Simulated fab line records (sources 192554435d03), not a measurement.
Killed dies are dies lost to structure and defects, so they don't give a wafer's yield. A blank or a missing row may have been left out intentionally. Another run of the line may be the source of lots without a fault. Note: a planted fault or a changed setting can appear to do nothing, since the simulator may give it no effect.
Chamber matching | flow n5 finfet | 3 sister chambers for N5_BEOL_M6_PECVD_70 on pecvd-04
The step deposits SiO2 from TEOS/O2, target thk 20 nm, time 22.7 s. 6 wafers are shown with their chamber, then 12 later ones without.

## WAFERS PAIRED WITH THEIR CHAMBERS
wafer  | chamber | throttle valve pct (%) | showerhead plenum p Torr (Torr)
L087.4 | 0       | 21.1                   | 8.89
L088.1 | 1       | 23.2                   | 8.84
L088.3 | 0       | 21.2                   | 8.89
L093.2 | 2       | 21.4                   | 8.83
L093.4 | 2       | 21.1                   | 8.82
L093.5 | 1       | 23.1                   | 8.84

## WAFERS WHOSE CHAMBER IS MISSING
wafer  | throttle valve pct (%) | showerhead plenum p Torr (Torr)
L091.2 | 21.5                   | 8.91
L091.4 | 21.4                   | 8.89
L091.5 | 20.8                   | 8.81
L096.2 | 20.9                   | 8.83
L096.4 | 21.0                   | 8.90
L096.6 | 21.1                   | 8.82
L092.1 | 21.2                   | 8.81
L092.2 | 23.1                   | 8.82
L092.5 | 23.1                   | 8.83
L097.2 | 21.3                   | 8.89
L097.3 | 21.0                   | 8.81
L097.5 | 21.3                   | 8.83

## EACH ONE'S CHAMBER
wafer  | from the rows above | in truth
L091.2 | 0                   | 0
L091.4 | 0                   | 0
L091.5 | 2                   | 2
L096.2 | 2                   | 2
L096.4 | 0                   | 0
L096.6 | 2                   | 2
L092.1 | 2                   | 2
L092.2 | 1                   | 1
L092.5 | 1                   | 1
L097.2 | 0                   | 0
L097.3 | 2                   | 2
L097.5 | 2                   | 2
Correct placement for 12 of the 12. From these rows, 0 cannot be placed. 0 placed wrongly.
How it was worked out, from the rows above alone: a wafer's distance from a chamber is the root of the sum, over the readings, of the square of ((its reading less the chamber's mean) divided by the reading's scatter). If the next closest chamber is less than 2 further off than the closest, the wafer can't be placed; otherwise it belongs to the closest. For every chamber, the mean is computed from those of its wafers that are shown. The scatter is the square root of a quotient: the sum, over the shown wafers, of each reading's squared deviation from its chamber's mean, divided by wafers minus chambers.
